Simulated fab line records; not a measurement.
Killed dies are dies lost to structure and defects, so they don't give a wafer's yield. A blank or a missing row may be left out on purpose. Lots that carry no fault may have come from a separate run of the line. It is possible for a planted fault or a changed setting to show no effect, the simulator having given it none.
The tool behind it: which one? ; flow nand_harc ; 10 lots with 30 wafers sampled at 6 steps, on a route of 1302 steps

WHAT THE GAUGES SHOWED, per wafer
NHARC_HYBRID_BOND_INSPECT_06: inspects for defects (ir void). Usual: raw_defect_count at 95, with a standard deviation of 37.
lot;measured;on;raw_defect_count;flag
L117;day 24 01:43;defect_inspect-01;103 100 100;
L118;day 24 01:43;defect_inspect-02;112 114 86;
L119;day 24 19:13;defect_inspect-02;32 37 33;
L120;day 25 18:52;defect_inspect-01;60 65 61;
L124;day 26 10:00;defect_inspect-01;115 111 126;
L132;day 29 08:35;defect_inspect-01;50 50 64;
L131;day 29 08:36;defect_inspect-01;77 75 91;
L135;day 31 03:24;defect_inspect-02;78 92 80;
L134;day 31 15:09;defect_inspect-01;42 30 24;
L138;day 32 09:23;defect_inspect-01;127 112 150;

NHARC_THIN_TSV_CD_MEAS_16. Usual: cd_nm at 1000.2 nm, with a standard deviation of 1.1.
lot;measured;on;cd_nm (nm);flag
L117;day 24 05:14;cd_sem-02;1000.3 1000.9 999.9;
L118;day 24 06:35;cd_sem-02;1001.0 999.6 1000.6;
L119;day 24 22:52;cd_sem-03;997.5 1000.3 999.0;
L120;day 25 22:31;cd_sem-02;1001.3 1001.4 1000.8;
L124;day 26 13:41;cd_sem-01;1000.6 1004.4 999.6;
L132;day 29 13:28;cd_sem-02;999.4 1001.0 1000.2;
L131;day 29 15:55;cd_sem-02;999.0 999.6 999.8;
L135;day 31 08:17;cd_sem-01;998.7 1000.9 999.6;
L134;day 31 18:57;cd_sem-03;998.5 999.5 998.6;
L138;day 32 15:24;cd_sem-01;1000.2 1000.2 999.1;

NHARC_END_SORT_01. Usual: defect_limited_yield 91.4 %, standard deviation 2.4; killed_at_array 54, standard deviation 16; killed_at_other 0.6, standard deviation 0.86; killed_at_periphery 3.8, standard deviation 2.6; killed_dies 58, standard deviation 16; killed_open 3.3, standard deviation 1.8; killed_short 2.7, standard deviation 1.7; sort_bin_2_pct 3.1 %, standard deviation 1.1; sort_bin_3_pct 0.7 %, standard deviation 0.39; sort_bin_4_pct 4.8 %, standard deviation 1.3; sort_n_pass 619, standard deviation 16; sort_rim_yield_pct 89 %, standard deviation 6; sort_yield_pct 91.4 %, standard deviation 2.4.
lot;measured;on;defect_limited_yield (%);killed_at_array;killed_at_other;killed_at_periphery;killed_dies;killed_open;killed_short;sort_bin_2_pct (%);sort_bin_3_pct (%);sort_bin_4_pct (%);sort_n_pass;sort_rim_yield_pct (%);sort_yield_pct (%);flag
L119;day 25 15:18;prober-02;95.1 95.6 94.7;30 24 30;0 0 3;3 6 3;33 30 36;5 6 3;2 3 4;1.2 1.3 0.6;0.1 0.4 0.4;3.5 2.7 4.3;644 647 641;92 90 92;95.1 95.6 94.7;
L124;day 27 03:37;prober-02;87.7 0 90.3;80 83 64;2 590 1;1 4 1;83 677 66;2 7 1;2 5 1;4.3 91.7 5.0;1.0 1.5 0.3;6.9 6.8 4.4;594 0 611;96 0 94;87.7 0 90.3;OFF
L132;day 30 06:22;prober-01;94.4 95.0 92.8;35 30 43;1 0 1;2 4 5;38 34 49;2 4 4;2 2 2;2.7 2.4 2.8;0.4 0.1 0.1;2.5 2.5 4.3;639 643 628;88 88 85;94.4 95.0 92.8;
L134;day 32 10:42;prober-01;94.1 96.3 95.6;36 23 27;1 1 0;3 1 3;40 25 30;6 3 4;3 0 6;1.5 1.2 1.6;0.3 0 0.4;4.1 2.5 2.4;637 652 647;89 91 92;94.1 96.3 95.6;

TOOL THAT RAN EACH LOT (tool first, then ch and the chambers of the sampled wafers, then the start)
lot;NHARC_THIN_TSV_CMP_01;NHARC_THIN_TSV_DESCUM_14;NHARC_THIN_TSV_ETCH_44
L117;cmp-01 ch 1,2,3, day 24 03:08;rie_diel-04 ch 0,1,2, day 24 04:27;rie_diel-04 ch 0,1,2, day 24 04:38
L118;cmp-04 ch 0,1,2, day 24 04:19;rie_diel-04 ch 0,2,3, day 24 05:47;rie_diel-04 ch 1,2,3, day 24 05:59
L119;cmp-03 ch 0,1,3, day 24 20:38;rie_diel-01 ch 1,2,3, day 24 22:04;rie_diel-01 ch 0,1,2, day 24 22:16
L120;cmp-04 ch 0,2,3, day 25 20:17;rie_diel-04 ch 0,1, day 25 21:43;rie_diel-04 ch 0,1,2, day 25 21:58
L124;cmp-01 ch 0,1,2, day 26 11:25;rie_diel-04 ch 1,2,3, day 26 12:53;rie_diel-04 ch 0,1,3, day 26 12:58
L132;cmp-01 ch 0,1, day 29 11:11;rie_diel-11 ch 0,1,2, day 29 12:41;rie_diel-11 ch 1,3, day 29 12:49
L131;cmp-04 ch 0,1,3, day 29 13:40;rie_diel-01 ch 0,2,3, day 29 14:59;rie_diel-01 ch 0,2, day 29 15:13
L135;cmp-01 ch 1,2,3, day 31 06:00;rie_diel-04 ch 0,1,2, day 31 07:29;rie_diel-04 ch 0,1,3, day 31 07:34
L134;cmp-03 ch 1,2,3, day 31 16:32;rie_diel-11 ch 0,1,2, day 31 18:09;rie_diel-11 ch 0,2,3, day 31 18:14
L138;cmp-01 ch 1,2,3, day 32 13:08;rie_diel-04 ch 1,2,3, day 32 14:36;rie_diel-04 ch 0,1,2, day 32 14:41
- NHARC_THIN_TSV_CMP_01: polishes.
- NHARC_THIN_TSV_DESCUM_14: chemistry O2, time 3 s.
- NHARC_THIN_TSV_ETCH_44: etches the open film in CF4/O2, target depth 1594.2 nm, time 797.1 s.

AS READ BY THE TOOLS THEMSELVES (means over the sampled wafers that have a number; for cases with no such wafer, the mark the record gives instead)
NHARC_THIN_TSV_CMP_01. Usual: motor_current_A at 12.5 A, with a standard deviation of 0.98.
lot;tool;motor_current_A (A);flag
L117;cmp-01;13.0;
L118;cmp-04;12.0;
L119;cmp-03;12.4;
L120;cmp-04;11.9;
L124;cmp-01;13.5;
L132;cmp-01;13.4;
L131;cmp-04;11.6;
L135;cmp-01;13.2;
L134;cmp-03;12.8;
L138;cmp-01;12.7;

NHARC_THIN_TSV_DESCUM_14. Usual: drypump_motor_current_A 5.6 A, standard deviation 0.48; o2_flow_sccm 200.0 sccm, standard deviation 0.59; oes_product_au 1.003 a.u., standard deviation 0.0068; rf_vpp_V 57.9 V, standard deviation 0.89; showerhead_plenum_p_Torr 1.95 Torr, standard deviation 0.079; throttle_valve_pct 11.312 %, standard deviation 0.009.
lot;tool;drypump_motor_current_A (A);o2_flow_sccm (sccm);oes_product_au (a.u.);rf_vpp_V (V);showerhead_plenum_p_Torr (Torr);throttle_valve_pct (%);flag
L117;rie_diel-04;5.7;199.8;1.005;57.3;1.92;11.310;
L118;rie_diel-04;5.6;200.1;1.002;58.3;1.88;11.318;
L119;rie_diel-01;5.5;200.3;0.998;57.4;2.03;11.316;
L120;rie_diel-04;5.7;200.6;0.998;58.6;1.92;11.308;
L124;rie_diel-04;5.7;200.4;1.003;57.9;1.94;11.310;
L132;rie_diel-11;5.6;200.1;0.998;58.0;1.96;11.312;
L131;rie_diel-01;5.2;199.6;1.000;58.6;2.02;11.315;
L135;rie_diel-04;5.7;199.8;1.007;58.1;1.91;11.308;
L134;rie_diel-11;5.6;199.6;1.002;58.3;1.95;11.311;
L138;rie_diel-04;5.7;199.7;1.009;58.2;1.94;11.312;

NHARC_THIN_TSV_ETCH_44. Usual: bias_w 800.3 W, standard deviation 2.5; drypump_motor_current_A 5.6 A, standard deviation 0.49; o2_flow_sccm 10.00 sccm, standard deviation 0.031; oes_product_au 1.003 a.u., standard deviation 0.0074; rf_vpp_V 797 V, standard deviation 4.5; run_length_s 818.5 s, standard deviation 0.48; showerhead_plenum_p_Torr 1.87 Torr, standard deviation 0.072; throttle_valve_pct 16.915 %, standard deviation 0.0093.
lot;tool;bias_w (W);drypump_motor_current_A (A);o2_flow_sccm (sccm);oes_product_au (a.u.);rf_vpp_V (V);run_length_s (s);showerhead_plenum_p_Torr (Torr);throttle_valve_pct (%);flag
L117;rie_diel-04;801.3;5.7;9.98;1.005;795;818.4;1.84;16.923;
L118;rie_diel-04;800.9;5.7;10.00;1.007;796;818.3;1.86;16.915;
L119;rie_diel-01;800.4;5.3;10.00;1.004;800;818.5;1.93;16.919;
L120;rie_diel-04;799.5;5.7;9.98;0.997;796;818.6;1.84;16.913;
L124;rie_diel-04;796.5;5.6;9.98;1.006;797;749.8;1.87;16.914;OFF
L132;rie_diel-11;799.1;5.4;10.05;1.005;791;818.8;1.79;16.917;
L131;rie_diel-01;797.8;5.0;9.98;1.003;800;818.4;1.91;16.915;
L135;rie_diel-04;799.5;5.7;10.03;1.002;796;818.1;1.87;16.920;
L134;rie_diel-11;798.9;6.1;10.00;1.006;795;818.8;1.84;16.915;
L138;rie_diel-04;798.6;5.7;9.98;1.003;795;818.7;1.84;16.917;

THE ANSWER, worked out from the rows above alone
Rule: a lot counts as off when the mean over its wafers that have a number is more than 3 standard deviations away from the usual mean. A lot without any number at a reading at which 4 lots or more have one is off too. Any other lot the step has rows for is counted as sound. After the gauges, taken in route order, come the tools' own readings; for these a lot's mean is taken, as printed above. The first step at which some lot is off is used, and at that step the reading that is off furthest; a lot without a number counts as furthest.
Off: L124 (NHARC_END_SORT_01, killed_at_other). Neither off nor sound, because the step has no rows for them: L117, L118, L120, L131, L135, L138.
A tool fits if, at a process step before that reading, it ran every lot that is off, and no sound lot after the first of them. The gauges at NHARC_END_SORT_01 aren't tried: what is off there is off at NHARC_THIN_TSV_ETCH_44 too, on other tools, and a gauge's error can't cause that. One fits: rie_diel-04 at NHARC_THIN_TSV_DESCUM_14 and NHARC_THIN_TSV_ETCH_44. It ran no sound lot before its first lot that is off in this sample, so the start can't be narrowed down.

WHAT HAD BEEN PUT IN BY THE SIMULATOR
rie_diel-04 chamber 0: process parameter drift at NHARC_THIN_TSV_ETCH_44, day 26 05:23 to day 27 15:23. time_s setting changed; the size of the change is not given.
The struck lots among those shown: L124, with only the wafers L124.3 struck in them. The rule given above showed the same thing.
